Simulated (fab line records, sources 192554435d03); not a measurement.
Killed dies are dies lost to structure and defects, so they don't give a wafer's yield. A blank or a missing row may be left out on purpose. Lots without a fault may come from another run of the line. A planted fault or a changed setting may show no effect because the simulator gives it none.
One fault seen from 2 desks | flow n5_finfet | each desk has only its own numbers; what lay behind them comes last

THE TOOL OWNER'S DESK: ald_sin-01
The tool's own readings at N5_MOL_CONTACT_COAG_ALD_27 (deposits SiOC, target thk 17 nm, pulse time 1.5 s, time 2720 s): means of the sampled wafers that have a number, for each lot that ran on this tool. A lot is out of limits, marked OUT, if its mean lies more than 4 standard deviations from the usual mean; the brackets give that distance.
Columns: A = heater_power_w at N5_MOL_CONTACT_COAG_ALD_27, usual 838 W; B = precursor_pulse_height_rel at N5_MOL_CONTACT_COAG_ALD_27, usual 1.000; C = run_length_s at N5_MOL_CONTACT_COAG_ALD_27, usual 2770.2 s
lot  | first seen here | A   | B     | C
L109 | day 4 23:17     | 820 | 1.004 | 2770.3
L115 | day 6 11:23     | 813 | 1.008 | 2514.2 (-99 or more) OUT
L117 | day 6 21:55     | 790 | 1.002 | 2642.2 (-99 or more) OUT
This desk's finding: out of limits on L115, L117; first on L115, day 6 11:23 (run_length_s at N5_MOL_CONTACT_COAG_ALD_27). In limits: L109.

THE METROLOGY DESK
What the gauges read, lot by lot, whatever tool the lot ran on: means of the sampled wafers that have a number. A lot is out of limits, marked OUT, if its mean lies more than 4 standard deviations from the usual mean; the brackets give that distance. Of its 10 readings 7 are shown: those that lie furthest out on some lot.
Columns: A = DIBL_N at N5_BEOL_M4_RC_MEAS_101, usual 36.8 mV/V; B = DIBL_P at N5_BEOL_M4_RC_MEAS_101, usual 37.1 mV/V; C = IOFF_N at N5_BEOL_M4_RC_MEAS_101, usual 0.168 nA/um; D = ION_N at N5_BEOL_M4_RC_MEAS_101, usual 679 uA/um; E = SS_N at N5_BEOL_M4_RC_MEAS_101, usual 71.7 mV/dec; F = SS_P at N5_BEOL_M4_RC_MEAS_101, usual 73.5 mV/dec; G = VT_P at N5_BEOL_M4_RC_MEAS_101, usual -250 mV
lot  | first seen here | A    | B    | C     | D   | E    | F    | G
L109 | day 7 12:20     | 37.2 | 38.5 | 0.183 | 679 | 71.9 | 73.2 | -249
L111 | day 8 13:38     | 36.5 | 36.1 | 0.141 | 670 | 71.2 | 72.6 | -250
L115 | day 9 05:55     | 34.7 | 37.0 | 0.158 | 680 | 71.5 | 73.5 | -249
L117 | day 9 20:08     | 35.8 | 37.0 | 0.173 | 687 | 71.7 | 73.5 | -251
L122 | day 11 02:26    | 35.9 | 35.1 | 0.160 | 673 | 71.8 | 73.2 | -248
L132 | day 14 02:31    | 36.9 | 37.4 | 0.158 | 673 | 71.6 | 73.5 | -248
This desk's finding: nothing out of limits on any of the 6 lots.

PUT TOGETHER
The tool owner's desk could have raised an alarm at day 6 11:23, on L115, L117.
The metrology desk saw nothing out of limits.
The metrology desk has L115, L117 on record, within its limits.
Of the lots named, all ran N5_MOL_CONTACT_COAG_ALD_27 on ald_sin-01.

WHAT THE SIMULATOR HAD PUT IN
Process parameter drift: ald_sin-01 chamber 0, from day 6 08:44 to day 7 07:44, at N5_MOL_CONTACT_COAG_ALD_27. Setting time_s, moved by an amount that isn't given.
Lots struck among those shown: L115, L117.
Hours from the fault's start to each desk's first reading out of limits: the tool owner's desk, 3.
